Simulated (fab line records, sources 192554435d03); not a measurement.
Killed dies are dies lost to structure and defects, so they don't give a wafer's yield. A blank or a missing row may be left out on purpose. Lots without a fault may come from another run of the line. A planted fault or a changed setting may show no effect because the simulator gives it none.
fab line records | flow n5_finfet
record lots=11 wafers=31 last_day=17
route steps=1938 shown BEOL_M15@1807 MIM_BOT@1832 PASSIVATION@1936
lots that met no fault: from a run of the same line without faults
start_h: hours from the record's first day to the start of the lot's first wafer shown | wait_h: hours since the lot's step before | " the same as in the row above | L1.1+2: a row that stands for several wafers | - no value, or no start given | * or withheld: withheld | < > ~ a bound
route shown NAME@n: a module of which the file shows steps, and the number in the route of the first | usual: mean/standard deviation of fault-free wafers | same: alike in all rows | chamber/n: place in a boat | sites: the reading at each site | _std_site: their standard deviation | _edge_site: outer sites' mean less inner sites' | radius_mm: how far each site lies from the wafer's centre | mask NAME#n: copy n | behind: the tool/chamber that last shaped the wafer | hold: why the lot was held/for how many hours/how that ended | device: the transistor (n, p or np) that didn't switch | end of line: the same wafers' tests at the end of the route | a step without rows: its recipe alone | killed: dies lost to structure and defects at the first sort, not the wafer's yield | map: a wafer's dies, x killed, . not, _ none there
set.NAME: the setting as run; set.NAME@STEP: as run at that earlier step | model.NAME: the simulator's own value behind a step, which no gauge read
steps of the route over a sample of lots; a table a step, a row a wafer
services: from which hour (start_h, from the record's first day; less than 0 if before it) a tool's chamber was out of use, for how many hours, and why
## steps
# step N5_BEOL_M15_DESCUM_33
# recipe chemistry=O2 time_s=7.9 source_power_w=50 bias_power_w=20 pressure_mtorr=20 rf_frequency_hz=2.712e+07 temp_c=40 o2_flow_sccm=225
# usual bias_power_w=20.00/0.057 drypump_motor_current_A=5.5/0.41 oes_product_au=0.78/0.064 rf_vpp_V=243.0/1.5 showerhead_plenum_p_Torr=2.08/0.09 temp_c=40.02/0.1 throttle_valve_pct=20.34/0.2
# columns lot.wafer tool chamber start_h wait_h bias_power_w drypump_motor_current_A oes_product_au rf_hours_counter_h rf_vpp_V showerhead_plenum_p_Torr temp_c throttle_valve_pct
L432.1 rie_diel-06 3 235.98 0.0 20.02 5.9 0.77 156 239.5 1.92 40.03 20.10
L432.2 " 1 " " 19.97 4.7 0.67 250 243.3 2.06 40.22 20.54
L432.4 " 0 " " 20.00 5.6 0.92 30 244.1 2.11 40.06 20.07
L436.2 rie_diel-02 0 278.16 0.0 19.97 5.0 0.72 200 242.5 2.09 39.93 20.54
L436.3 " 1 " " 19.97 6.0 0.76 177 240.4 1.98 40.01 20.03
L436.5 " 3 " " 20.08 5.5 0.72 - 243.6 2.16 40.02 20.36
L437.1 rie_diel-05 1 281.13 0.1 20.12 5.8 0.84 70 242.6 2.14 40.08 20.62
L437.2 " 3 " " 20.02 5.2 0.80 76 243.0 2.13 39.96 20.43
L437.6 " 0 " " 19.99 6.0 0.79 - 242.9 2.10 40.12 20.32
L439.2 rie_diel-02 3 282.95 0.0 20.00 5.5 0.73 181 244.3 2.16 40.12 20.36
L439.3 " 0 " " 19.99 5.0 0.73 202 243.0 2.09 40.03 20.52
L439.6 " 1 " " 19.99 6.0 0.76 - 240.3 1.98 40.13 20.05
L438.1 rie_diel-06 0 284.38 0.0 19.94 5.6 0.89 48 243.6 2.11 39.99 20.11
L438.2 " 2 " " 20.00 5.4 0.80 125 244.4 2.22 40.03 20.50
L438.4 " 1 " " 20.03 4.7 0.94 8 242.6 2.06 39.82 20.10
L442.2 rie_diel-02 3 303.97 0.0 20.01 5.5 0.73 186 245.1 2.16 39.93 20.39
L442.4 " 1 " " 19.94 6.0 0.75 185 239.9 1.98 39.90 20.04
L442.5 " 1 " " 19.96 6.0 0.75 - 242.7 1.98 39.94 20.06
L444.4 rie_diel-05 0 310.09 0.0 20.03 6.0 0.78 110 241.8 2.10 39.86 20.34
L444.5 " 0 " " 20.05 6.0 0.79 - 243.5 2.10 40.00 20.35
L445.4 rie_diel-02 3 331.10 0.0 19.94 5.4 0.71 194 243.9 2.15 39.92 20.39
L445.5 " 2 " " 20.07 5.9 0.68 - 241.8 2.04 40.17 20.55
L450.2 rie_diel-02 1 354.35 0.6 20.01 6.0 0.74 200 241.5 1.97 40.01 20.07
L450.4 " 1 " " 19.97 6.0 0.74 - 241.7 1.97 40.02 20.05
L450.5 " 3 " " 19.97 5.5 0.71 - 244.8 2.15 39.84 20.42
L452.2 rie_diel-05 1 370.58 0.0 19.97 5.8 0.80 95 242.8 2.13 40.09 20.64
L452.4 " 0 " " 19.96 6.0 0.77 128 243.2 2.09 40.05 20.38
L452.6 " 0 " " 19.97 6.0 0.77 - 243.4 2.09 40.08 20.36
L455.2 rie_diel-02 0 392.66 0.0 19.91 5.1 0.70 238 244.0 2.08 39.94 20.59
L455.3 " 1 " " 19.94 6.0 0.73 213 242.9 1.97 40.12 20.09
L455.4 " 2 " " 19.99 5.9 0.94 10 243.4 2.04 40.02 20.04
# step N5_BEOL_M15_SPUTTER_44
# recipe material=Ta target_thk_a=150 temp_c=50 bias_v=80 power_w=15000 chamber_pressure_pa=0.07 time_s=24.19
# usual throttle_valve_pct=29.7/0.91
# columns lot.wafer tool chamber start_h wait_h throttle_valve_pct
L432.1 pvd_sputter-01 - 238.71 0.0 28.5
L432.2 " - " " 30.0
L432.4 " - " " 30.0
L436.2 pvd_sputter-03 - 280.80 0.0 30.5
L436.3 " - " " 29.5
L436.5 " - " " 29.7
L437.1 pvd_sputter-01 - 282.03 0.0 28.7
L437.2 " - " " 30.4
L437.6 " - " " 29.9
L439.2 pvd_sputter-02 - 289.34 0.0 29.6
L439.3 " - " " 31.0
L439.6 " - " " 29.8
L438.1 pvd_sputter-01 - 289.43 0.0 30.2
L438.2 " - " " 30.5
L438.4 " - " " 28.9
L442.2 pvd_sputter-01 - 305.39 0.0 29.0
L442.4 " - " " 30.1
L442.5 " - " " 30.7
L444.4 pvd_sputter-01 - 314.95 0.0 28.4
L444.5 " - " " 28.7
L445.4 pvd_sputter-01 - 340.05 0.0 30.5
L445.5 " - " " 30.1
L450.2 pvd_sputter-03 - 355.48 0.0 29.4
L450.4 " - " " 27.4
L450.5 " - " " 30.7
L452.2 pvd_sputter-02 - 374.26 0.0 28.9
L452.4 " - " " 31.1
L452.6 " - " " 28.5
L455.2 pvd_sputter-03 - 399.84 0.0 29.9
L455.3 " - " " 27.7
L455.4 " - " " 30.7
# step N5_BEOL_M15_CMP_49
# recipe stop_on=SiO2 t_overpolish_s=4.9 down_force_psi=2 platen_rpm=80 clearing_platen_down_force_psi=2 clearing_platen_rpm=80 post_cmp_clean=cu_alkaline target_thk_nm=850 clearing_platen_pad_velocity_m_s=1.5917 pad_velocity_m_s=1.5917
# usual barrier_field_endpoint_s=11.33/0.28 clearing_platen_rpm=80.00/0.045 motor_current_A=8.7/1.3 retaining_ring_pressure_frac=0.999/0.0055
# columns lot.wafer tool chamber start_h wait_h barrier_field_endpoint_s clearing_platen_rpm motor_current_A retaining_ring_pressure_frac
L432.2 cmp-02 3 239.45 0.2 11.33 80.01 9.6 1.001
L432.4 " 1 " " 11.24 79.90 9.7 0.998
L432.1 " 2 " " 11.15 80.03 6.9 0.994
L436.3 cmp-04 2 281.83 0.2 11.38 79.91 7.6 0.995
L436.2 " 0 " " 11.40 80.08 8.1 0.998
L436.5 " 2 " " 11.66 79.99 7.8 0.999
L437.2 cmp-02 0 282.78 0.2 11.02 79.99 8.3 1.001
L437.1 " 2 " " 11.05 79.93 7.2 1.002
L437.6 " 0 " " 11.11 80.04 8.6 1.009
L439.3 cmp-03 0 290.58 0.2 11.61 80.05 6.9 1.000
L439.2 " 2 " " 10.66 80.03 8.2 0.993
L439.6 " 1 " " 11.15 80.01 10.9 1.005
L438.1 cmp-04 2 290.90 0.3 11.59 79.98 7.6 1.000
L438.2 " 3 " " 11.45 79.99 9.3 1.001
L438.4 " 0 " " 11.64 80.04 8.3 0.988
L442.2 cmp-02 1 307.65 0.3 11.87 80.03 9.8 1.015
L442.4 " 2 " " 13.12 80.06 7.3 0.997
L442.5 " 1 " " 11.45 80.00 9.8 1.009
L444.4 cmp-02 3 315.93 0.1 13.62 80.00 8.7 0.993
L444.5 " 0 " " 11.35 80.04 8.3 0.996
L445.4 cmp-02 0 341.38 0.1 12.96 80.06 8.5 0.997
L445.5 " 1 " " 11.80 80.00 10.0 1.002
L450.4 cmp-03 2 357.20 0.2 10.84 80.06 8.4 0.995
L450.2 " 0 " " 11.45 80.02 6.6 0.998
L450.5 " 1 " " 10.94 80.01 11.7 1.005
L452.4 cmp-02 1 375.02 0.1 11.47 79.99 9.4 0.996
L452.2 " 0 " " 11.47 80.07 8.4 1.002
L452.6 " 1 " " 11.22 79.97 9.8 1.001
L455.2 cmp-03 0 400.94 0.2 11.82 79.96 6.6 0.987
L455.3 " 2 " " 11.15 79.99 8.7 1.001
L455.4 " 3 " " 11.07 80.01 7.3 0.992
# step N5_MIM_BOT_DEGAS_01
# recipe ambient=vacuum temp_c=300 time_s=60
# usual heater_power_w=451/57
# columns lot.wafer tool chamber start_h wait_h heater_power_w
L432.1 pvd_sputter-03 - 241.12 0.2 428
L432.2 " - " " 486
L432.4 " - " " 426
L436.2 pvd_sputter-01 - 284.48 1.2 480
L436.3 " - " " 414
L436.5 " - " " 483
L437.1 pvd_sputter-02 - 284.82 0.6 400
L437.2 " - " " 398
L437.6 " - " " 400
L439.2 pvd_sputter-01 - 292.66 0.6 479
L439.3 " - " " 501
L439.6 " - " " 526
L438.1 pvd_sputter-02 - 292.89 0.5 408
L438.2 " - " " 488
L438.4 " - " " 401
L442.2 pvd_sputter-03 - 313.60 4.5 415
L442.4 " - " " 426
L442.5 " - " " 476
L444.4 pvd_sputter-03 - 318.48 1.1 481
L444.5 " - " " 431
L445.4 pvd_sputter-02 - 343.92 1.1 403
L445.5 " - " " 387
L450.2 pvd_sputter-03 - 359.08 0.4 468
L450.4 " - " " 418
L450.5 " - " " 426
L452.2 pvd_sputter-01 - 377.77 1.3 480
L452.4 " - " " 518
L452.6 " - " " 417
L455.2 pvd_sputter-01 - 402.83 0.4 498
L455.3 " - " " 405
L455.4 " - " " 425
# step N5_MIM_BOT_SPUTTER_00
# recipe material=TiN target_thk_a=350 temp_c=200 power_w=3000 chamber_pressure_pa=0.49996 gas=Ar reactive_partial_pa=0.37997 time_s=89.7
# usual throttle_valve_pct=29.6/0.93
# columns lot.wafer tool chamber start_h wait_h throttle_valve_pct
L432.1 pvd_sputter-03 - 241.16 0.0 29.6
L432.2 " - " " 29.8
L432.4 " - " " 30.3
L436.2 pvd_sputter-01 - 284.52 0.0 28.7
L436.3 " - " " 30.7
L436.5 " - " " 28.8
L437.1 pvd_sputter-02 - 284.86 0.0 31.0
L437.2 " - " " 29.9
L437.6 " - " " 29.7
L439.2 pvd_sputter-01 - 292.70 0.0 28.3
L439.3 " - " " 30.2
L439.6 " - " " 30.2
L438.1 pvd_sputter-02 - 292.93 0.0 28.9
L438.2 " - " " 29.2
L438.4 " - " " 31.1
L442.2 pvd_sputter-03 - 313.64 0.0 30.6
L442.4 " - " " 29.5
L442.5 " - " " 29.8
L444.4 pvd_sputter-03 - 318.52 0.0 29.9
L444.5 " - " " 29.9
L445.4 pvd_sputter-02 - 343.96 0.0 28.8
L445.5 " - " " 28.8
L450.2 pvd_sputter-03 - 359.12 0.0 29.6
L450.4 " - " " 30.5
L450.5 " - " " 29.9
L452.2 pvd_sputter-01 - 377.81 0.0 28.7
L452.4 " - " " 30.0
L452.6 " - " " 30.9
L455.2 pvd_sputter-01 - 402.87 0.0 29.9
L455.3 " - " " 30.1
L455.4 " - " " 30.3
# step N5_PASSIVATION_PROBE_49
# usual defect_limited_yield=91.4/1.6 killed_at_M0_to_M3=31/11 killed_at_M4_up=14/5.7 killed_at_contacts=12/6 killed_at_front_end=41/13 killed_at_other=3.3/2.8 killed_dies=101/19 killed_open=67/14 killed_short=33/8.2 sort_bin_5_function=5.0/1.1 sort_bin_6_memory=3.3/0.74 sort_n_pass=1078/20 sort_yield_pct=91.3/1.7
# same gross_dies=1180 killed_at_back_side=0 sort_bin_4_leakage[%]=0 sort_bin_8_speed[%]=0
# columns lot.wafer tool chamber start_h wait_h defect_limited_yield[%] killed_at_M0_to_M3 killed_at_M4_up killed_at_contacts killed_at_front_end killed_at_other killed_dies killed_open killed_short sort_bin_5_function[%] sort_bin_6_memory[%] sort_n_pass sort_yield_pct[%]
L432.1 prober-02 - 254.75 0.0 94.2 14 11 4 38 1 68 36 31 3.2 2.1 1112 94.2
L432.2 prober-02 - 254.80 0.1 92.8 26 13 1 43 2 85 59 26 4.7 2.3 1095 92.8
L432.4 prober-02 - 254.90 0.2 92.5 18 9 5 54 3 89 55 25 4.2 2.6 1091 92.5
L439.2 prober-01 - 305.75 0.1 89.2 24 20 12 67 4 127 89 37 6.2 4.2 1053 89.2
L439.3 prober-01 - 305.80 0.1 89.3 31 9 15 71 0 126 91 33 6.1 4.2 1054 89.3
L439.6 prober-01 - 305.95 0.3 91.3 33 19 14 33 4 103 64 38 5.4 3.1 1077 91.3
# killed by level:class
L432.1 GATE_CUT:geometric_particle:short=7 STI_FIN_REVEAL:geometric_particle:open=5 DUMMY_GATE:geometric_particle:open=5 GATE_CUT:geometric_particle:open=5 FIN_SAQP:geometric_particle:short=4 MOL_CONTACT_COAG:geometric_particle:open=4 BEOL_M0_SAQP:geometric_particle:short=4 BEOL_M2:geometric_particle:open=4
L432.2 STI_FIN_REVEAL:geometric_particle:open=10 FIN_SAQP:geometric_particle:open=9 BEOL_M4:geometric_particle:open=9 BEOL_M2:geometric_particle:open=8 FIN_SAQP:geometric_particle:short=7 BEOL_M0_SAQP:geometric_particle:open=6 BEOL_M3:geometric_particle:open=5 GATE_CUT:geometric_particle:short=4
L432.4 FIN_SAQP:geometric_particle:open=10 DUMMY_GATE:geometric_particle:open=8 HKMG_FIN:area_etch=7 FIN_SAQP:geometric_particle:short=6 STI_FIN_REVEAL:geometric_particle:open=6 DUMMY_GATE:geometric_particle:short=5 STARTING-WAFER:geometric_particle:open=5 MOL_CONTACT_COAG:geometric_particle:open=4
L439.2 STI_FIN_REVEAL:geometric_particle:open=20 FIN_SAQP:geometric_particle:open=18 BEOL_M4:geometric_particle:open=14 FIN_SAQP:geometric_particle:short=11 MOL_CONTACT_COAG:geometric_particle:open=10 BEOL_M0_SAQP:geometric_particle:open=7 BEOL_M0_SAQP:geometric_particle:short=6 GATE_CUT:geometric_particle:short=5
L439.3 FIN_SAQP:geometric_particle:open=25 FIN_SAQP:geometric_particle:short=18 MOL_CONTACT_COAG:geometric_particle:open=14 BEOL_M0_SAQP:geometric_particle:open=11 STI_FIN_REVEAL:geometric_particle:open=10 BEOL_M0_SAQP:geometric_particle:short=8 DUMMY_GATE:geometric_particle:open=6 BEOL_M4:geometric_particle:open=5
L439.6 FIN_SAQP:geometric_particle:open=10 FIN_SAQP:geometric_particle:short=10 MOL_CONTACT_COAG:geometric_particle:open=10 BEOL_M0_SAQP:geometric_particle:open=9 BEOL_M0_SAQP:geometric_particle:short=8 BEOL_M3:geometric_particle:open=6 BEOL_M4:geometric_particle:open=6 STI_FIN_REVEAL:geometric_particle:open=4
## services
# columns tool chamber start_h hours kind
cmp-03 - 219.65 3.2 repair
rie_diel-05 0 221.63 2.8 repair
cmp-04 - 234.49 4.0 pm
rie_diel-06 3 272.94 8.2 repair
rie_diel-05 2 292.50 6.9 repair
cmp-04 - 294.47 5.7 pm
cmp-03 - 297.03 4.0 pm
cmp-02 - 313.26 1.4 repair
cmp-03 - 328.25 0.4 repair
cmp-04 - 329.56 1.9 repair
rie_diel-06 3 335.24 4.3 repair
pvd_sputter-02 - 335.77 2.8 repair
pvd_sputter-01 - 342.33 3.2 repair
rie_diel-06 1 347.84 8.6 repair
rie_diel-06 - 358.55 0.9 repair
rie_diel-05 1 359.64 5.6 repair
pvd_sputter-02 - 362.69 0.6 repair
cmp-02 - 364.50 3.0 repair
rie_diel-05 - 365.21 1.2 repair
cmp-03 - 367.11 5.4 pm
cmp-03 - 375.54 6.6 repair
pvd_sputter-01 - 383.35 4.8 repair
pvd_sputter-01 - 391.72 2.1 repair
rie_diel-05 1 400.40 3.8 repair
## key
first_sign step=N5_BEOL_M15_CMP_49 reading=barrier_field_endpoint_s direction=up sigmas=6.8 usual=11.33 struck=13.23
effect none on later readings
met_at N5_BEOL_M15_SPUTTER_44
struck_lots L442,L444,L445
struck_wafers L442.4,L444.4,L445.4
not_acting_at N5_BEOL_M15_DESCUM_33,N5_MIM_BOT_DEGAS_01,N5_MIM_BOT_SPUTTER_00
onset_between 289.43 305.39
fault kind=process_parameter_drift tool=pvd_sputter-01 chamber=- onset_h=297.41 steps=N5_BEOL_M15_SPUTTER_44 channel=time_s offset=* shape=step end_h=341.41 scope=struck_wafers_only acts_in=* stated=*
